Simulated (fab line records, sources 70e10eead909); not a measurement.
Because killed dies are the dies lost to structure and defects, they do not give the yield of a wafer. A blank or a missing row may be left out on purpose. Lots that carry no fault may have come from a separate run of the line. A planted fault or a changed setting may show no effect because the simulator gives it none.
Chamber matching | flow nand harc | NHARC_P_GATE_DESCUM_61 on rie diel-07 has 4 sister chambers
The step chemistry O2, time 3 s. 4 wafers are shown with their chamber, then 12 later ones without.

WAFERS PAIRED WITH THEIR CHAMBERS
wafer  | chamber | showerhead plenum p Torr (Torr)
L085.2 | 0       | 1.97
L085.3 | 3       | 2.04
L090.5 | 2       | 1.97
L090.6 | 1       | 2.04

WAFERS WHOSE CHAMBER IS MISSING
wafer  | showerhead plenum p Torr (Torr)
L089.1 | 1.97
L089.2 | 2.04
L089.6 | 2.04
L091.2 | 2.04
L091.3 | 1.97
L091.6 | 1.97
L096.3 | 2.03
L096.5 | 1.97
L096.6 | 2.03
L097.2 | 1.97
L097.5 | 1.96
L097.6 | 2.04

THE CHAMBER EACH PASSED THROUGH
wafer  | from the rows above     | in truth
L089.1 | can't be placed: 0 or 2 | 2
L089.2 | can't be placed: 1 or 3 | 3
L089.6 | can't be placed: 1 or 3 | 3
L091.2 | can't be placed: 1 or 3 | 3
L091.3 | can't be placed: 0 or 2 | 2
L091.6 | can't be placed: 0 or 2 | 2
L096.3 | can't be placed: 1 or 3 | 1
L096.5 | can't be placed: 0 or 2 | 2
L096.6 | can't be placed: 1 or 3 | 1
L097.2 | can't be placed: 0 or 2 | 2
L097.5 | can't be placed: 0 or 2 | 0
L097.6 | can't be placed: 1 or 3 | 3
0 of 12 placed correctly. Not placeable from these rows: 12 (in 12, the candidates include the true chamber). Wrongly placed: 0.
How it was worked out, from the rows above alone: a wafer's distance from a chamber is the root of the sum, over the readings, of the square of ((its reading less the chamber's mean) divided by the reading's scatter). If the next closest chamber is less than 2 further off than the closest, the wafer can't be placed; otherwise it belongs to the closest. For every chamber, the mean is computed from those of its wafers that are shown. The scatter: with one shown wafer a chamber, the root of the mean of the squares of how far each hidden wafer lies from its nearest shown one.
